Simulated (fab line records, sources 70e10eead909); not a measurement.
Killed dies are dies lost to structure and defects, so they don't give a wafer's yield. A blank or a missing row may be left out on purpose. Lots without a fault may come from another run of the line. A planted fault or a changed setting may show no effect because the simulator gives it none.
Chamber matching | flow nand_harc | NHARC_A_STAIRCASE_TRIM_12 on rie_diel-11: 4 sister chambers
The step chemistry O2, time 211.2 s. 4 wafers are shown with their chamber, then 12 later ones without.

WAFERS WITH THEIR CHAMBER
wafer  | chamber | showerhead_plenum_p_Torr (Torr)
L092.5 | 2       | 3.62
L092.2 | 0       | 3.57
L092.3 | 3       | 3.27
L092.4 | 1       | 3.39

WAFERS WITHOUT THEIR CHAMBER
wafer  | showerhead_plenum_p_Torr (Torr)
L088.1 | 3.57
L088.4 | 3.27
L088.6 | 3.57
L088.2 | 3.39
L088.3 | 3.62
L088.5 | 3.39
L093.1 | 3.57
L093.3 | 3.39
L093.6 | 3.39
L097.2 | 3.62
L097.4 | 3.26
L097.5 | 3.39

WHICH CHAMBER EACH WENT THROUGH
wafer  | from the rows above | in truth
L088.1 | 0                   | 0
L088.4 | 3                   | 3
L088.6 | 0                   | 0
L088.2 | 1                   | 1
L088.3 | 2                   | 2
L088.5 | 1                   | 1
L093.1 | 0                   | 0
L093.3 | 1                   | 1
L093.6 | 1                   | 1
L097.2 | 2                   | 2
L097.4 | 3                   | 3
L097.5 | 1                   | 1
Placed correctly: 12 of 12. Can't be placed from these rows: 0. Placed wrongly: 0.
How it was worked out, from the rows above alone: a wafer's distance from a chamber is the root of the sum, over the readings, of the square of ((its reading less the chamber's mean) divided by the reading's scatter). The wafer belongs to the nearest chamber; if the next one is less than 2 further off, it can't be placed. A chamber's mean is the mean of its shown wafers. The scatter: with one shown wafer a chamber, the root of the mean of the squares of how far each hidden wafer lies from its nearest shown one.
